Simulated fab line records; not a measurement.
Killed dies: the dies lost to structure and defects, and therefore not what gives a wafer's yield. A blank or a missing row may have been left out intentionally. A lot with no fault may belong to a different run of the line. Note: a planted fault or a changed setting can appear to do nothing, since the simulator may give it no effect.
Which tool did it? ; flow nand harc ; 15 lots, 45 wafers sampled, at 2 steps of a route of 1302

WHAT THE GAUGES READ, wafer by wafer
NHARC_P_STI_CD_MEAS_09: target cd 200 nm. Usual: cd nm at 200.2 nm, with a standard deviation of 2.1.
lot;measured;on;cd nm (nm);flag
L143;day 2 16:47;cd sem-03;201.9 202.0 201.5;
L146;day 4 00:25;cd sem-03;201.4 198.9 198.4;
L147;day 4 11:07;cd sem-02;194.2 198.0 196.7;
L148;day 4 23:29;cd sem-03;200.2 201.4 197.8;
L149;day 5 06:46;cd sem-03;195.5 198.3 199.8;
L150;day 5 20:46;cd sem-01;198.7 201.9 198.9;
L151;day 6 04:05;cd sem-01;198.0 197.7 199.8;
L152;day 6 12:53;cd sem-03;200.4 201.8 201.7;
L153;day 7 01:31;cd sem-03;198.1 198.2 195.8;
L155;day 7 18:40;cd sem-02;198.7 201.4 198.9;
L157;day 8 16:28;cd sem-01;203.2 202.6 201.8;
L158;day 9 02:02;cd sem-02;200.2 202.8 205.6;
L159;day 9 10:44;cd sem-01;204.2 201.7 199.0;
L160;day 9 22:07;cd sem-03;197.7 198.1 200.9;
L166;day 12 10:53;cd sem-03;202.3 204.9 201.9;

NHARC_P_STI_OCD_MEAS_17. Usual: trench depth nm 302 nm, standard deviation 4.3; trench foot cd nm 158.0 nm, standard deviation 2.3.
lot;measured;on;trench depth nm (nm);trench foot cd nm (nm);flag
L143;day 2 17:36;ocd-02;303 299 302;159.4 160.0 159.8;
L146;day 4 01:13;ocd-01;298 305 302;159.2 155.3 156.0;
L147;day 4 11:54;ocd-01;302 304 311;152.1 155.5 153.0;
L148;day 5 00:18;ocd-01;299 301 298;158.2 159.8 156.0;
L149;day 5 07:37;ocd-01;299 297 297;153.1 156.9 158.4;
L150;day 5 21:35;ocd-02;300 297 300;156.8 160.1 157.2;
L151;day 6 04:54;ocd-01;302 303 303;155.2 155.6 157.3;
L152;day 6 13:41;ocd-02;296 299 304;159.0 159.7 158.7;
L153;day 7 02:20;ocd-02;302 301 301;155.5 156.0 154.0;
L155;day 7 19:30;ocd-02;304 306 305;155.7 159.1 156.4;
L157;day 8 17:17;ocd-02;306 304 303;160.3 160.4 160.0;
L158;day 9 02:49;ocd-02;299 310 306;158.0 159.3 162.4;
L159;day 9 11:31;ocd-02;303 301 297;161.9 159.2 157.0;
L160;day 9 22:54;ocd-02;300 305 305;155.7 155.9 158.1;
L166;day 12 11:40;ocd-02;296 293 292;161.3 164.4 161.0;

EACH LOT AND THE TOOL THAT RAN IT (in order: tool; ch and the chambers of the sampled wafers; start)
The record shows no process step preceding these readings.

AS READ BY THE TOOLS THEMSELVES (means over the sampled wafers that have a number; for cases with no such wafer, the mark the record gives instead)
The record holds no such reading with a usual standard deviation.

THE ANSWER, worked out from the rows above alone
Rule: a lot is off if the mean of its wafers that have a number lies more than 3 standard deviations from the usual mean. A lot without any number at a reading at which 4 lots or more have one is off too. Any other lot the step has rows for is counted as sound. The gauges are gone through in route order, then the tools' own readings, and for those a lot's mean is taken as printed above. At the first step where some lot is off, the reading lying furthest off is the one used; lots without a number count as furthest.
No lot is off at any reading shown: from this, nothing can be told.

WHAT THE SIMULATOR PUT IN
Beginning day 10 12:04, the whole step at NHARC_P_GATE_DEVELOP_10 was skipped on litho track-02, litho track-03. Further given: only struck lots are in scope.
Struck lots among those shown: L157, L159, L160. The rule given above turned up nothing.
